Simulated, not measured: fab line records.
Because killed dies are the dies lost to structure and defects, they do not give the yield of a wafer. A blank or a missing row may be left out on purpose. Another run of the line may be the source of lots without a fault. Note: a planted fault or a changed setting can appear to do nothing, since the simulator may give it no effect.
Which tool did it? -- flow n5_finfet -- 9 lots with 27 wafers sampled at 4 steps, on a route of 1938 steps

## WHAT THE GAUGES READ, wafer by wafer
N5_HKMG_FIN_THK_MEAS_70: measures by xrf.
lot,measured,on,HK_THK (nm)
L149,day 4 14:20,film_metro-01,1.616 1.602 1.613
L152,day 5 10:28,film_metro-02,1.627 1.624 1.583
L153,day 5 15:37,film_metro-02,1.580 1.601 1.622
L154,day 5 21:44,film_metro-02,1.590 1.591 1.571
L158,day 7 07:37,film_metro-01,1.258 1.274 1.258
L162,day 7 22:25,film_metro-02,1.254 1.251 1.243
L163,day 8 01:27,film_metro-01,1.603 1.612 1.609
L167,day 9 02:53,film_metro-01,1.622 1.608 1.625
L170,day 10 00:27,film_metro-02,1.607 1.611 1.587

## WHAT TOOL EACH LOT RAN ON (gives the tool, then ch and the chambers of the sampled wafers, and finally the start)
lot,N5_HKMG_FIN_HK_ALD_01,N5_HKMG_FIN_STRIP_93,N5_HKMG_FIN_ALD_36
L149,"ald_hk-03 ch 0,1, day 4 10:43","rie_diel-05 ch 0,1,2, day 4 12:38","ald_metal-01 ch 0,1,3, day 4 14:04"
L152,"ald_hk-01 ch 1,2,3, day 5 06:25","rie_diel-01 ch 0,2,3, day 5 08:26","ald_metal-04 ch 0,1,3, day 5 10:11"
L153,"ald_hk-02 ch 0,1,2, day 5 11:42","rie_diel-01 ch 2,3, day 5 13:47","ald_metal-01 ch 1,2, day 5 15:20"
L154,"ald_hk-01 ch 0,3, day 5 17:50","rie_diel-05 ch 1,3, day 5 19:47","ald_metal-04 ch 0,2,3, day 5 21:28"
L158,"ald_hk-01 ch 0,1,3, day 7 03:51","rie_diel-01 ch 1,2, day 7 05:50","ald_metal-04 ch 0,3, day 7 07:20"
L162,"ald_hk-01 ch 1,2,3, day 7 18:49","rie_diel-05 ch 1,2,3, day 7 20:44","ald_metal-03 ch 0,1,3, day 7 22:08"
L163,"ald_hk-02 ch 1,2,3, day 7 21:41","rie_diel-01 ch 1,2,3, day 7 23:36","ald_metal-01 ch 0,1,2, day 8 01:10"
L167,"ald_hk-03 ch 2,3, day 8 23:21","rie_diel-05 ch 1,2,3, day 9 01:08","ald_metal-01 ch 0,3, day 9 02:36"
L170,"ald_hk-03 ch 0,1, day 9 17:26","rie_diel-01 ch 0,2, day 9 22:38","ald_metal-04 ch 0,1, day 10 00:10"
- N5_HKMG_FIN_HK_ALD_01: deposits HfO2, target thk 1.6 nm, pulse time 3 s, purge time 3 s.
- N5_HKMG_FIN_STRIP_93: strips SOC in N2/H2, time 20 s.
- N5_HKMG_FIN_ALD_36: deposits TiN, target thk 1 nm, pulse time 1 s, purge time 3 s.

## THE ANSWER, worked out from the rows above alone
Rule: the usual values come from the lots themselves. The widest of any qualifying gaps counts: lots, ordered by their means at a reading, are off when they make up no more than a third of the lots, leave a main group of 4 or more, and stand apart from it by 3 or more times the standard deviation of that group's means. Not used: any main group whose means are identical at the precision the tables above print for the reading. A lot without any number at a reading at which 4 lots or more have one is off too. Any other lot the step has rows for is counted as sound.
Off: L158, L162, seen at N5_HKMG_FIN_THK_MEAS_70 (HK_THK). Mean 1.605 nm and standard deviation 0.01 in the main group.
If a tool, at a process step before that reading, ran all the lots that are off and no sound lot after the first of them, it fits. The gauges at N5_HKMG_FIN_THK_MEAS_70 are tried like those tools. One fits: ald_hk-01 at N5_HKMG_FIN_HK_ALD_01. Its last sound lot is L154 (day 5 17:50), its first lot that is off L158 (day 7 03:51): a fault that began between those two fits.

## WHAT WAS PUT IN BY THE SIMULATOR
Site profile drift: ald_hk-01, from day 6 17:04 on, at N5_HKMG_FIN_HK_ALD_01. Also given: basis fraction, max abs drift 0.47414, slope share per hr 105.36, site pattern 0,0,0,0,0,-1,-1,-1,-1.
Lots struck among those shown: L158, L162. Same finding as the rule above.
